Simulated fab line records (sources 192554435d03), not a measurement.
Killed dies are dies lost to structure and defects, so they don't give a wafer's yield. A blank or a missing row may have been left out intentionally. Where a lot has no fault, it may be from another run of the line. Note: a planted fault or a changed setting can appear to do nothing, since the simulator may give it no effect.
fab line records | flow n5-finfet | part 1 of 2: steps 1 to 20 of 26
record lots=5 | wafers=15 | last-day=15
route steps=1938 shown BEOL_M9@1419
lots untouched by any fault: they come from a run of this same line in which no faults occurred
start-h: start of the lot's first displayed wafer, in hours after the record's first day | wait-h: hours from the lot's prior step to this one | " repeats the value in the row above | L1.1+2: a single row standing in for several wafers | - no value present, or no start provided | * or withheld: withheld | < > ~ a bound
route shown NAME@n: a module of which the file shows steps, and the number in the route of the first | usual: mean/standard deviation taken from wafers without a fault | same: alike in all rows | chamber/n: place in a boat | sites: each site's reading | _std_site: standard deviation of those values | _edge_site: inner sites' mean taken away from outer sites' mean | radius-mm: for every site, how far away it sits from the centre of the wafer | mask NAME#n: copy n | behind: the tool/chamber that last shaped the wafer | hold: the reason the lot was held/the length of the hold in hours/how it ended | device: the n, p or np transistor that did not switch | end of line: the tests these same wafers got at the end of their route | step lacking rows: just its recipe | killed: the dies lost at the first sort to structure and to defects; this is not the yield of the wafer | map: dies across one wafer; x = killed, . = not, _ = none there
set.NAME: the setting the step ran with; set.NAME@STEP: the setting that earlier step ran with | model.NAME: the simulator's own value behind a step, which no gauge read
lots at selected steps of the route; one table per step, one row per wafer
services: the hour from which a tool's chamber was out of use, counted from the record's first day as start-h (under 0 if before that day), plus the number of hours and why
## steps
# step N5_BEOL_M9_ETCH_62
# recipe chemistry=N2/H2 | target=SOC | target-depth-a=1100 | overetch-a=220 | mask-material=SiARC | temp-c=40 | time-s=165 | ion-energy-ev=200 | pressure-mtorr=30 | source-w=840 | bias-w=150 | n2-flow-sccm=200 | h2-flow-sccm=200
# usual drypump-motor-current-A=5.7/0.3 | oes-product-au=0.68/0.076 | rf-vpp-V=524.3/1.8 | showerhead-plenum-p-Torr=2.57/0.055 | throttle-valve-pct=17.85/0.23
lot.wafer | tool        | chamber | start-h | wait-h | drypump-motor-current-A | oes-product-au | rf-hours-counter-h | rf-vpp-V | showerhead-plenum-p-Torr | throttle-valve-pct
L074.1    | rie-diel-06 | 2       | 214.88  | 0.0    | 5.6                     | 0.60           | 201                | 523.5    | 2.53                     | 17.98
L074.5    | "           | 1       | "       | "      | 5.3                     | 0.81           | -                  | 525.4    | 2.59                     | 17.32
L074.6    | "           | 2       | "       | "      | 5.6                     | 0.60           | -                  | 522.7    | 2.53                     | 17.97
L081.1    | rie-diel-05 | 0       | 252.69  | 0.0    | 6.1                     | 0.62           | 187                | 526.8    | 2.64                     | 17.83
L081.2    | "           | 2       | "       | "      | 5.6                     | 0.69           | 74                 | 524.9    | 2.59                     | 18.01
L081.4    | "           | 3       | "       | "      | 5.5                     | 0.58           | 237                | 521.7    | 2.49                     | 17.91
L082.4    | rie-diel-01 | 3       | 263.27  | 0.1    | 5.7                     | 0.62           | -                  | 524.9    | 2.62                     | 17.65
L082.5    | "           | 0       | "       | "      | 6.1                     | 0.72           | -                  | 524.2    | 2.60                     | 17.99
L082.6    | "           | 1       | "       | "      | 5.9                     | 0.82           | -                  | 524.2    | 2.62                     | 17.99
L085.1    | rie-diel-06 | 3       | 283.21  | 0.0    | 5.3                     | 0.67           | 109                | 521.9    | 2.47                     | 18.00
L085.3    | "           | 2       | "       | "      | 5.6                     | 0.59           | 221                | 523.0    | 2.52                     | 18.00
L085.5    | "           | 2       | "       | "      | 5.6                     | 0.59           | -                  | 522.5    | 2.52                     | 18.00
L090.4    | rie-diel-06 | 1       | 305.41  | 0.0    | 5.3                     | 0.76           | 33                 | 524.2    | 2.58                     | 17.36
L090.5    | "           | 0       | "       | "      | 5.8                     | 0.60           | -                  | 526.4    | 2.62                     | 18.02
L090.6    | "           | 3       | "       | "      | 5.3                     | 0.68           | -                  | 520.9    | 2.47                     | 18.02
# step N5_BEOL_M9_STRIP_68
# recipe chemistry=N2/H2 | temp-c=40 | n2-flow-sccm=200 | h2-flow-sccm=200 | rf-frequency-hz=6e+07
lot.wafer  | tool        | chamber | start-h | wait-h
L074.1+5+6 | rie-diel-06 | 2,1,2   | 215.02  | 0.1
L081.1+2+4 | rie-diel-05 | 0,2,3   | 252.82  | 0.1
L082.4+5+6 | rie-diel-01 | 3,0,1   | 263.34  | 0.0
L085.1+3+5 | rie-diel-06 | 3,2,2   | 283.35  | 0.1
L090.4+5+6 | rie-diel-06 | 1,0,3   | 305.54  | 0.1
# step N5_BEOL_M9_STRIP_67
# recipe chemistry=CF4 | resist=SiARC | power-w=300 | bias-power-w=75 | pressure-mtorr=50 | cf4-flow-sccm=150 | rf-frequency-hz=6e+07
# usual drypump-motor-current-A=5.6/0.31 | oes-product-au=0.81/0.089 | rf-vpp-V=271.5/1.2 | showerhead-plenum-p-Torr=1.81/0.04 | throttle-valve-pct=13.55/0.19
lot.wafer | tool        | chamber | start-h | wait-h | drypump-motor-current-A | oes-product-au | rf-hours-counter-h | rf-vpp-V | showerhead-plenum-p-Torr | throttle-valve-pct
L074.1    | rie-diel-06 | 2       | 215.03  | 0.0    | 5.5                     | 0.71           | 201                | 271.5    | 1.77                     | 13.79
L074.5    | "           | 1       | "       | "      | 5.3                     | 0.95           | -                  | 273.2    | 1.84                     | 13.23
L074.6    | "           | 2       | "       | "      | 5.5                     | 0.72           | -                  | 272.7    | 1.77                     | 13.78
L081.1    | rie-diel-05 | 0       | 252.83  | 0.0    | 6.0                     | 0.73           | 187                | 272.9    | 1.86                     | 13.54
L081.2    | "           | 2       | "       | "      | 5.5                     | 0.82           | 74                 | 270.3    | 1.81                     | 13.53
L081.4    | "           | 3       | "       | "      | 5.5                     | 0.69           | 237                | 270.7    | 1.77                     | 13.95
L082.4    | rie-diel-01 | 3       | 263.36  | 0.0    | 5.7                     | 0.72           | -                  | 270.4    | 1.85                     | 13.54
L082.5    | "           | 0       | "       | "      | 6.1                     | 0.85           | -                  | 270.2    | 1.83                     | 13.54
L082.6    | "           | 1       | "       | "      | 6.0                     | 0.97           | -                  | 275.1    | 1.84                     | 13.53
L085.1    | rie-diel-06 | 3       | 283.36  | 0.0    | 5.3                     | 0.80           | 110                | 270.1    | 1.74                     | 13.58
L085.3    | "           | 2       | "       | "      | 5.6                     | 0.70           | 221                | 271.6    | 1.77                     | 13.85
L085.5    | "           | 2       | "       | "      | 5.6                     | 0.70           | -                  | 269.5    | 1.77                     | 13.84
L090.4    | rie-diel-06 | 1       | 305.55  | 0.0    | 5.3                     | 0.89           | 33                 | 270.0    | 1.84                     | 13.28
L090.5    | "           | 0       | "       | "      | 5.8                     | 0.71           | -                  | 271.2    | 1.85                     | 13.75
L090.6    | "           | 3       | "       | "      | 5.3                     | 0.79           | -                  | 270.4    | 1.74                     | 13.58
# step N5_BEOL_M9_HM_OPEN_17
# recipe chemistry=Cl2/BCl3 | target-depth-a=200 | overetch-a=60 | target=TiN | mask-material=SOC | ion-energy-ev=150 | pressure-mtorr=10 | icp-w=1000 | bias-w=126 | Cl2_flow_sccm=53.25 | bcl3-flow-sccm=21.75 | Ar_flow_sccm=25
# usual bcl3-flow-sccm=21.75/0.055 | drypump-motor-current-A=5.7/0.42 | oes-product-au=0.67/0.1 | throttle-valve-pct=22.36/0.19
lot.wafer | tool         | chamber | start-h | wait-h | bcl3-flow-sccm | drypump-motor-current-A | oes-product-au | rf-hours-counter-h | throttle-valve-pct
L074.1    | rie-metal-03 | 1       | 215.07  | 0.0    | 21.73          | 5.1                     | 0.65           | 52                 | 22.05
L074.5    | "            | 1       | "       | "      | 21.82          | 5.1                     | 0.65           | -                  | 22.05
L074.6    | "            | 0       | "       | "      | 21.69          | 6.2                     | 0.72           | -                  | 22.46
L081.1    | rie-metal-02 | 1       | 252.87  | 0.0    | 21.72          | 5.6                     | 0.54           | 125                | 22.67
L081.2    | "            | 0       | "       | "      | 21.78          | 5.9                     | 0.53           | 115                | 22.37
L081.4    | "            | 0       | "       | "      | 21.78          | 5.9                     | 0.53           | -                  | 22.40
L082.4    | rie-metal-01 | 1       | 263.42  | 0.1    | 21.73          | 6.4                     | 0.55           | -                  | 22.69
L082.5    | "            | 1       | "       | "      | 21.73          | 6.4                     | 0.55           | -                  | 22.69
L082.6    | "            | 0       | "       | "      | 21.76          | 5.5                     | 0.84           | -                  | 22.28
L085.1    | rie-metal-01 | 0       | 283.40  | 0.0    | 21.77          | 5.6                     | 0.81           | 3                  | 22.28
L085.3    | "            | 0       | "       | "      | 21.71          | 5.5                     | 0.81           | -                  | 22.29
L085.5    | "            | 1       | "       | "      | 21.69          | 6.4                     | 0.55           | -                  | 22.69
L090.4    | rie-metal-03 | 1       | 305.62  | 0.1    | 21.75          | 5.1                     | 0.64           | -                  | 22.06
L090.5    | "            | 0       | "       | "      | 21.68          | 6.1                     | 0.70           | -                  | 22.45
L090.6    | "            | 1       | "       | "      | 21.80          | 5.1                     | 0.65           | -                  | 22.05
# step N5_BEOL_M9_STRIP_19
# recipe chemistry=O2 | power-w=400 | temp-c=40 | pressure-mtorr=30 | rf-frequency-hz=6e+07 | bias-power-w=0 | overash-fraction=0.2 | o2-flow-sccm=225
# usual drypump-motor-current-A=5.7/0.3 | oes-product-au=0.79/0.087 | rf-vpp-V=3.7/0.64 | showerhead-plenum-p-Torr=2.12/0.041 | throttle-valve-pct=16.64/0.18
# same overash-fraction=0.2
lot.wafer | tool        | chamber | start-h | wait-h | drypump-motor-current-A | oes-product-au | rf-hours-counter-h | rf-vpp-V | showerhead-plenum-p-Torr | throttle-valve-pct
L074.1    | rie-diel-01 | 3       | 215.19  | 0.1    | 5.7                     | 0.73           | 209                | 4.2      | 2.14                     | 16.39
L074.5    | "           | 3       | "       | "      | 5.7                     | 0.73           | -                  | 3.7      | 2.14                     | 16.41
L074.6    | "           | 2       | "       | "      | 5.3                     | 0.67           | -                  | 3.8      | 2.08                     | 16.75
L081.1    | rie-diel-05 | 0       | 252.99  | 0.1    | 6.0                     | 0.73           | 187                | 3.9      | 2.18                     | 16.59
L081.2    | "           | 2       | "       | "      | 5.5                     | 0.81           | 74                 | 3.3      | 2.11                     | 16.59
L081.4    | "           | 3       | "       | "      | 5.5                     | 0.68           | 237                | 4.2      | 2.07                     | 17.00
L082.4    | rie-diel-05 | 0       | 263.88  | 0.4    | 6.0                     | 0.74           | 190                | 3.7      | 2.18                     | 16.61
L082.5    | "           | 0       | "       | "      | 6.0                     | 0.74           | -                  | 3.4      | 2.18                     | 16.60
L082.6    | "           | 1       | "       | "      | 5.3                     | 0.78           | -                  | 3.9      | 2.11                     | 16.50
L085.1    | rie-diel-05 | 0       | 283.54  | 0.1    | 6.0                     | 0.73           | 195                | 3.8      | 2.17                     | 16.61
L085.3    | "           | 3       | "       | "      | 5.5                     | 0.66           | 244                | 4.2      | 2.07                     | 17.01
L085.5    | "           | 3       | "       | "      | 5.5                     | 0.67           | -                  | 3.8      | 2.07                     | 17.02
L090.4    | rie-diel-05 | 1       | 305.79  | 0.1    | 5.3                     | 0.77           | -                  | 2.8      | 2.11                     | 16.53
L090.5    | "           | 2       | "       | "      | 5.5                     | 0.81           | -                  | 3.8      | 2.11                     | 16.61
L090.6    | "           | 0       | "       | "      | 6.0                     | 0.73           | -                  | 3.7      | 2.17                     | 16.62
# step N5_BEOL_M9_CD_MEAS_18
# recipe pitch-nm=140 | target-cd-nm=70
# usual cd-nm=69.8/0.66
lot.wafer | tool      | chamber | start-h | wait-h | cd-nm
L074.1    | cd-sem-02 | -       | 215.26  | 0.0    | 68.6
L074.5    | "         | -       | "       | "      | 69.9
L074.6    | "         | -       | "       | "      | 69.5
L081.1    | cd-sem-02 | -       | 253.06  | 0.0    | 68.9
L081.2    | "         | -       | "       | "      | 68.9
L081.4    | "         | -       | "       | "      | 69.6
L082.4    | cd-sem-02 | -       | 263.96  | 0.1    | 69.4
L082.5    | "         | -       | "       | "      | 69.9
L082.6    | "         | -       | "       | "      | 70.3
L085.1    | cd-sem-03 | -       | 283.61  | 0.0    | 70.6
L085.3    | "         | -       | "       | "      | 70.3
L085.5    | "         | -       | "       | "      | 69.9
L090.4    | cd-sem-03 | -       | 305.84  | 0.0    | 68.8
L090.5    | "         | -       | "       | "      | 70.1
L090.6    | "         | -       | "       | "      | 69.0
# step N5_BEOL_M9_COAT_63
# recipe resist=SOC | temp-c=250 | time-s=60 | spin-rpm=1500 | resist-thk-nm=60
# usual chill-plate-temp-C=23.01/0.098
lot.wafer | tool           | chamber | start-h | wait-h | chill-plate-temp-C
L074.1    | litho-track-05 | 0       | 216.76  | 1.5    | 22.97
L074.5    | "              | 0       | "       | "      | 23.15
L074.6    | "              | 0       | "       | "      | 23.09
L081.1    | litho-track-03 | 0       | 254.37  | 1.3    | 23.01
L081.2    | "              | 0       | "       | "      | 22.92
L081.4    | "              | 0       | "       | "      | 22.96
L082.4    | litho-track-03 | 0       | 264.76  | 0.8    | 23.03
L082.5    | "              | 0       | "       | "      | 23.00
L082.6    | "              | 0       | "       | "      | 23.07
L085.1    | litho-track-03 | 0       | 283.89  | 0.3    | 23.14
L085.3    | "              | 0       | "       | "      | 22.95
L085.5    | "              | 0       | "       | "      | 23.01
L090.4    | litho-track-05 | 0       | 307.09  | 1.2    | 22.92
L090.5    | "              | 0       | "       | "      | 22.89
L090.6    | "              | 0       | "       | "      | 22.78
# step N5_BEOL_M9_COAT_64
# recipe resist=SiARC | temp-c=220 | time-s=60 | spin-rpm=1500 | resist-thk-nm=12
# usual chill-plate-temp-C=23.00/0.12
lot.wafer | tool           | chamber | start-h | wait-h | chill-plate-temp-C
L074.1    | litho-track-05 | 0       | -       | -      | 22.92
L074.5    | "              | 0       | "       | "      | 23.02
L074.6    | "              | 0       | "       | "      | 22.96
L081.1    | litho-track-03 | 0       | -       | -      | 23.03
L081.2    | "              | 0       | "       | "      | 22.92
L081.4    | "              | 0       | "       | "      | 22.98
L082.4    | litho-track-03 | 0       | -       | -      | 22.95
L082.5    | "              | 0       | "       | "      | 22.88
L082.6    | "              | 0       | "       | "      | 23.02
L085.1    | litho-track-03 | 0       | -       | -      | 22.97
L085.3    | "              | 0       | "       | "      | 23.07
L085.5    | "              | 0       | "       | "      | 22.70
L090.4    | litho-track-05 | 0       | -       | -      | 23.07
L090.5    | "              | 0       | "       | "      | 23.01
L090.6    | "              | 0       | "       | "      | 22.92
# step N5_BEOL_M9_COAT_75
# recipe resist=underlayer | temp-c=205 | time-s=60 | spin-rpm=1500 | resist-thk-nm=5
# usual chill-plate-temp-C=23.02/0.1
lot.wafer | tool           | chamber | start-h | wait-h | chill-plate-temp-C
L074.1    | litho-track-05 | 0       | -       | -      | 22.99
L074.5    | "              | 0       | "       | "      | 23.04
L074.6    | "              | 0       | "       | "      | 22.97
L081.1    | litho-track-03 | 0       | -       | -      | 22.85
L081.2    | "              | 0       | "       | "      | 22.94
L081.4    | "              | 0       | "       | "      | 22.85
L082.4    | litho-track-03 | 0       | -       | -      | 23.07
L082.5    | "              | 0       | "       | "      | 23.09
L082.6    | "              | 0       | "       | "      | 23.09
L085.1    | litho-track-03 | 0       | -       | -      | 22.98
L085.3    | "              | 0       | "       | "      | 22.94
L085.5    | "              | 0       | "       | "      | 22.98
L090.4    | litho-track-05 | 0       | -       | -      | 23.02
L090.5    | "              | 0       | "       | "      | 23.00
L090.6    | "              | 0       | "       | "      | 23.00
# step N5_BEOL_M9_COAT_22
# recipe resist=CAR-EUV | spin-rpm=1500 | resist-thk-nm=30
# usual chill-plate-temp-C=22.99/0.11
lot.wafer | tool           | chamber | start-h | wait-h | chill-plate-temp-C
L074.1    | litho-track-05 | 0       | -       | -      | 22.80
L074.5    | "              | 0       | "       | "      | 22.99
L074.6    | "              | 0       | "       | "      | 22.90
L081.1    | litho-track-03 | 0       | -       | -      | 23.01
L081.2    | "              | 0       | "       | "      | 23.09
L081.4    | "              | 0       | "       | "      | 23.06
L082.4    | litho-track-03 | 0       | -       | -      | 22.91
L082.5    | "              | 0       | "       | "      | 22.88
L082.6    | "              | 0       | "       | "      | 23.15
L085.1    | litho-track-03 | 0       | -       | -      | 22.74
L085.3    | "              | 0       | "       | "      | 22.94
L085.5    | "              | 0       | "       | "      | 22.93
L090.4    | litho-track-05 | 0       | -       | -      | 23.06
L090.5    | "              | 0       | "       | "      | 23.01
L090.6    | "              | 0       | "       | "      | 23.05
# step N5_BEOL_M9_EBR_24
# recipe solvent=PGMEA | ebr-width-mm=1.5
# usual chill-plate-temp-C=23.00/0.1
lot.wafer | tool           | chamber | start-h | wait-h | chill-plate-temp-C
L074.1    | litho-track-05 | 0       | -       | -      | 22.88
L074.5    | "              | 0       | "       | "      | 23.06
L074.6    | "              | 0       | "       | "      | 23.11
L081.1    | litho-track-03 | 0       | -       | -      | 22.95
L081.2    | "              | 0       | "       | "      | 23.12
L081.4    | "              | 0       | "       | "      | 22.92
L082.4    | litho-track-03 | 0       | -       | -      | 23.01
L082.5    | "              | 0       | "       | "      | 23.32
L082.6    | "              | 0       | "       | "      | 23.03
L085.1    | litho-track-03 | 0       | -       | -      | 23.03
L085.3    | "              | 0       | "       | "      | 23.09
L085.5    | "              | 0       | "       | "      | 22.93
L090.4    | litho-track-05 | 0       | -       | -      | 23.13
L090.5    | "              | 0       | "       | "      | 23.15
L090.6    | "              | 0       | "       | "      | 22.96
# step N5_BEOL_M9_SOFTBAKE_23
# recipe temp-c=110 | time-s=60 | resist=CAR-EUV
# usual chill-plate-temp-C=23.02/0.099
lot.wafer | tool           | chamber | start-h | wait-h | chill-plate-temp-C
L074.1    | litho-track-05 | 0       | -       | -      | 23.07
L074.5    | "              | 0       | "       | "      | 23.14
L074.6    | "              | 0       | "       | "      | 23.13
L081.1    | litho-track-03 | 0       | -       | -      | 23.11
L081.2    | "              | 0       | "       | "      | 23.09
L081.4    | "              | 0       | "       | "      | 22.90
L082.4    | litho-track-03 | 0       | -       | -      | 23.03
L082.5    | "              | 0       | "       | "      | 23.03
L082.6    | "              | 0       | "       | "      | 23.08
L085.1    | litho-track-03 | 0       | -       | -      | 23.03
L085.3    | "              | 0       | "       | "      | 23.14
L085.5    | "              | 0       | "       | "      | 23.06
L090.4    | litho-track-05 | 0       | -       | -      | 23.13
L090.5    | "              | 0       | "       | "      | 23.17
L090.6    | "              | 0       | "       | "      | 23.06
# step N5_BEOL_M9_EXPOSE_25
# recipe mask-id=V8 | na=0.33 | source-shape=annular | sigma-inner=0.4 | sigma-outer=0.8 | polarization=unpolarized | dose-mj=37.25
# usual focus-offset-nm=0.2/0.55
lot.wafer | tool           | chamber | start-h | wait-h | mask | focus-offset-nm
L074.1    | euv-scanner-01 | 0       | 217.02  | -      | V8#0 | 0.6
L074.5    | "              | 0       | "       | "      | V8#0 | -0.5
L074.6    | "              | 0       | "       | "      | V8#0 | -0.7
L081.1    | euv-scanner-01 | 0       | 254.50  | -      | V8#0 | 0.0
L081.2    | "              | 0       | "       | "      | V8#0 | 0.6
L081.4    | "              | 0       | "       | "      | V8#0 | 0.6
L082.4    | euv-scanner-02 | 0       | 265.05  | -      | V8#0 | 0.6
L082.5    | "              | 0       | "       | "      | V8#0 | 0.8
L082.6    | "              | 0       | "       | "      | V8#0 | 0.2
L085.1    | euv-scanner-02 | 0       | 284.15  | -      | V8#0 | 0.5
L085.3    | "              | 0       | "       | "      | V8#0 | 0.7
L085.5    | "              | 0       | "       | "      | V8#0 | -0.4
L090.4    | euv-scanner-02 | 0       | 307.29  | -      | V8#0 | 0.3
L090.5    | "              | 0       | "       | "      | V8#0 | -0.4
L090.6    | "              | 0       | "       | "      | V8#0 | 0.3
# step N5_BEOL_M9_PEB_26
# recipe peb-temp-c=100 | peb-time-s=60 | resist=CAR-EUV
# usual chill-plate-temp-C=22.99/0.11
lot.wafer | tool           | chamber | start-h | wait-h | chill-plate-temp-C
L074.1    | litho-track-03 | 0       | 217.08  | 0.1    | 23.06
L074.5    | "              | 0       | "       | "      | 22.89
L074.6    | "              | 0       | "       | "      | 22.97
L081.1    | litho-track-04 | 0       | 254.56  | 0.1    | 23.01
L081.2    | "              | 0       | "       | "      | 23.05
L081.4    | "              | 0       | "       | "      | 22.99
L082.4    | litho-track-03 | 0       | 265.09  | 0.0    | 23.01
L082.5    | "              | 0       | "       | "      | 22.95
L082.6    | "              | 0       | "       | "      | 23.07
L085.1    | litho-track-05 | 0       | 284.21  | 0.1    | 22.93
L085.3    | "              | 0       | "       | "      | 23.02
L085.5    | "              | 0       | "       | "      | 23.04
L090.4    | litho-track-03 | 0       | 307.33  | 0.0    | 22.96
L090.5    | "              | 0       | "       | "      | 23.15
L090.6    | "              | 0       | "       | "      | 23.04
# step N5_BEOL_M9_DEVELOP_27
# recipe develop-time-s=30 | developer=TMAH | resist=CAR-EUV | rinse-liquid=surfactant-rinse | dry=air-spin | dev-temp-c=23
# usual chill-plate-temp-C=23.01/0.12
lot.wafer | tool           | chamber | start-h | wait-h | chill-plate-temp-C
L074.1    | litho-track-03 | 0       | -       | -      | 22.87
L074.5    | "              | 0       | "       | "      | 23.00
L074.6    | "              | 0       | "       | "      | 23.14
L081.1    | litho-track-04 | 0       | -       | -      | 22.98
L081.2    | "              | 0       | "       | "      | 23.05
L081.4    | "              | 0       | "       | "      | 22.99
L082.4    | litho-track-03 | 0       | -       | -      | 23.19
L082.5    | "              | 0       | "       | "      | 23.07
L082.6    | "              | 0       | "       | "      | 22.97
L085.1    | litho-track-05 | 0       | -       | -      | 22.91
L085.3    | "              | 0       | "       | "      | 23.15
L085.5    | "              | 0       | "       | "      | 22.89
L090.4    | litho-track-03 | 0       | -       | -      | 23.18
L090.5    | "              | 0       | "       | "      | 23.26
L090.6    | "              | 0       | "       | "      | 23.03
# step N5_BEOL_M9_CD_MEAS_28
# recipe target-cd-nm=70 | landing-energy-ev=500 | detector=se-inlens | polarity=opening
# usual cd-nm=70.00/0.29
lot.wafer | tool      | chamber | start-h | wait-h | cd-nm
L074.1    | cd-sem-02 | 0       | 217.15  | -      | 69.90
L074.5    | "         | 0       | "       | "      | 70.25
L074.6    | "         | 0       | "       | "      | 69.86
L081.1    | cd-sem-01 | 0       | 254.63  | -      | 69.78
L081.2    | "         | 0       | "       | "      | 69.95
L081.4    | "         | 0       | "       | "      | 69.93
L082.4    | cd-sem-01 | 0       | 265.16  | -      | 70.41
L082.5    | "         | 0       | "       | "      | 69.42
L082.6    | "         | 0       | "       | "      | 69.81
L085.1    | cd-sem-02 | 0       | 284.28  | -      | 69.65
L085.3    | "         | 0       | "       | "      | 69.78
L085.5    | "         | 0       | "       | "      | 70.01
L090.4    | cd-sem-03 | 0       | 307.40  | -      | 69.89
L090.5    | "         | 0       | "       | "      | 69.77
L090.6    | "         | 0       | "       | "      | 70.18
# step N5_BEOL_M9_OVL_MEAS_29
# recipe points-per-wafer=522
# usual V8_OVL=0.0/0.75
lot.wafer | tool       | chamber | start-h | wait-h | V8_OVL[nm]
L074.1    | overlay-01 | 0       | 217.18  | 0.0    | 0.7
L074.5    | "          | 0       | "       | "      | 0.7
L074.6    | "          | 0       | "       | "      | 0.1
L081.1    | overlay-01 | 0       | 254.66  | 0.0    | -1.4
L081.2    | "          | 0       | "       | "      | -1.4
L081.4    | "          | 0       | "       | "      | -1.2
L082.4    | overlay-02 | 0       | 265.20  | 0.0    | 1.3
L082.5    | "          | 0       | "       | "      | 0.1
L082.6    | "          | 0       | "       | "      | 0.2
L085.1    | overlay-01 | 0       | 284.31  | 0.0    | -0.2
L085.3    | "          | 0       | "       | "      | 0.6
L085.5    | "          | 0       | "       | "      | 1.3
L090.4    | overlay-01 | 0       | 307.45  | 0.0    | -0.1
L090.5    | "          | 0       | "       | "      | 0.8
L090.6    | "          | 0       | "       | "      | -0.3
# step N5_BEOL_M9_INSPECT_30
# recipe mode=adi | inspect-instrument=brightfield
# usual raw-defect-count=431/89
lot.wafer | tool              | chamber | start-h | wait-h | raw-defect-count
L074.1    | defect-inspect-01 | -       | 217.24  | 0.1    | 305
L074.5    | "                 | -       | "       | "      | 383
L074.6    | "                 | -       | "       | "      | 392
L081.1    | defect-inspect-01 | -       | 254.72  | 0.1    | 450
L081.2    | "                 | -       | "       | "      | 473
L081.4    | "                 | -       | "       | "      | 538
L082.4    | defect-inspect-02 | -       | 265.24  | 0.0    | 445
L082.5    | "                 | -       | "       | "      | 361
L082.6    | "                 | -       | "       | "      | 485
L085.1    | defect-inspect-02 | -       | 284.37  | 0.1    | 444
L085.3    | "                 | -       | "       | "      | 346
L085.5    | "                 | -       | "       | "      | 427
L090.4    | defect-inspect-02 | -       | 307.49  | 0.0    | 322
L090.5    | "                 | -       | "       | "      | 498
L090.6    | "                 | -       | "       | "      | 494
# step N5_BEOL_M9_DESCUM_33
# recipe chemistry=O2 | time-s=7 | source-power-w=50 | bias-power-w=20 | pressure-mtorr=20 | rf-frequency-hz=2.712e+07 | temp-c=40 | resist=CAR-EUV | o2-flow-sccm=225
# usual drypump-motor-current-A=5.6/0.31 | oes-product-au=0.79/0.089 | rf-vpp-V=243.4/1 | showerhead-plenum-p-Torr=2.11/0.045 | throttle-valve-pct=20.40/0.21
lot.wafer | tool        | chamber | start-h | wait-h | drypump-motor-current-A | oes-product-au | rf-hours-counter-h | rf-vpp-V | showerhead-plenum-p-Torr | throttle-valve-pct
L074.1    | rie-diel-06 | 3       | 217.73  | 0.5    | 5.3                     | 0.83           | 90                 | 241.7    | 2.03                     | 20.43
L074.5    | "           | 2       | "       | "      | 5.6                     | 0.70           | -                  | 242.7    | 2.08                     | 20.62
L074.6    | "           | 3       | "       | "      | 5.3                     | 0.82           | -                  | 241.7    | 2.03                     | 20.41
L081.1    | rie-diel-01 | 2       | 254.75  | 0.0    | 5.3                     | 0.66           | 256                | 242.4    | 2.07                     | 20.45
L081.2    | "           | 0       | "       | "      | 6.1                     | 0.84           | 40                 | 243.4    | 2.15                     | 20.56
L081.4    | "           | 2       | "       | "      | 5.3                     | 0.65           | -                  | 241.5    | 2.07                     | 20.46
L082.4    | rie-diel-06 | 3       | 265.28  | 0.0    | 5.3                     | 0.81           | 105                | 242.5    | 2.02                     | 20.43
L082.5    | "           | 0       | "       | "      | 5.8                     | 0.70           | -                  | 243.4    | 2.13                     | 20.33
L082.6    | "           | 3       | "       | "      | 5.3                     | 0.81           | -                  | 242.7    | 2.02                     | 20.43
L085.1    | rie-diel-06 | 0       | 284.40  | 0.0    | 5.8                     | 0.71           | 205                | 244.9    | 2.13                     | 20.35
L085.3    | "           | 1       | "       | "      | 5.3                     | 0.91           | 25                 | 242.9    | 2.14                     | 20.03
L085.5    | "           | 0       | "       | "      | 5.9                     | 0.71           | -                  | 244.2    | 2.13                     | 20.34
L090.4    | rie-diel-05 | 1       | 307.54  | 0.0    | 5.3                     | 0.77           | -                  | 242.7    | 2.10                     | 20.28
L090.5    | "           | 0       | "       | "      | 6.1                     | 0.74           | -                  | 243.0    | 2.17                     | 20.35
L090.6    | "           | 2       | "       | "      | 5.5                     | 0.80           | -                  | 244.6    | 2.10                     | 20.36
# step N5_BEOL_M9_ETCH_76
# recipe chemistry=N2/H2 | target=underlayer | target-depth-a=65 | mask-material=CAR-EUV | time-s=5.2 | ion-energy-ev=200 | pressure-mtorr=30 | source-w=840 | bias-w=150 | n2-flow-sccm=200 | h2-flow-sccm=200 | ends=cleared
# usual drypump-motor-current-A=5.6/0.31 | etch-rf-on-time-s=5.22/0.13 | oes-product-au=0.68/0.077 | rf-vpp-V=524.4/1.9 | showerhead-plenum-p-Torr=2.57/0.055 | throttle-valve-pct=17.89/0.22
lot.wafer | tool        | chamber | start-h | wait-h | drypump-motor-current-A | etch-rf-on-time-s | oes-product-au | rf-hours-counter-h | rf-vpp-V | showerhead-plenum-p-Torr | throttle-valve-pct
L074.1    | rie-diel-06 | 3       | 217.77  | 0.0    | 5.3                     | 5.09              | 0.71           | 90                 | 520.3    | 2.48                     | 18.00
L074.5    | "           | 2       | "       | "      | 5.6                     | 5.33              | 0.60           | -                  | 523.8    | 2.53                     | 17.99
L074.6    | "           | 3       | "       | "      | 5.3                     | 5.14              | 0.70           | -                  | 521.5    | 2.48                     | 18.00
L081.1    | rie-diel-01 | 2       | 254.79  | 0.0    | 5.3                     | 5.17              | 0.57           | 256                | 521.7    | 2.50                     | 17.92
L081.2    | "           | 0       | "       | "      | 6.1                     | 5.23              | 0.73           | 40                 | 523.3    | 2.60                     | 18.02
L081.4    | "           | 2       | "       | "      | 5.3                     | 5.16              | 0.57           | -                  | 522.1    | 2.50                     | 17.91
L082.4    | rie-diel-06 | 3       | 265.31  | 0.0    | 5.3                     | 5.07              | 0.69           | 105                | 522.5    | 2.47                     | 18.01
L082.5    | "           | 0       | "       | "      | 5.9                     | 5.44              | 0.59           | -                  | 529.0    | 2.63                     | 18.06
L082.6    | "           | 3       | "       | "      | 5.3                     | 5.06              | 0.70           | -                  | 520.6    | 2.47                     | 18.02
L085.1    | rie-diel-06 | 0       | 284.43  | 0.0    | 5.8                     | 5.43              | 0.59           | 205                | 525.9    | 2.63                     | 18.03
L085.3    | "           | 1       | "       | "      | 5.3                     | 5.32              | 0.77           | 25                 | 526.2    | 2.59                     | 17.40
L085.5    | "           | 0       | "       | "      | 5.8                     | 5.44              | 0.60           | -                  | 527.0    | 2.63                     | 18.00
L090.4    | rie-diel-05 | 1       | 307.56  | 0.0    | 5.3                     | 5.01              | 0.67           | -                  | 523.0    | 2.57                     | 17.79
L090.5    | "           | 0       | "       | "      | 6.0                     | 5.14              | 0.62           | -                  | 526.5    | 2.63                     | 17.86
L090.6    | "           | 2       | "       | "      | 5.6                     | 5.15              | 0.68           | -                  | 524.6    | 2.58                     | 18.07
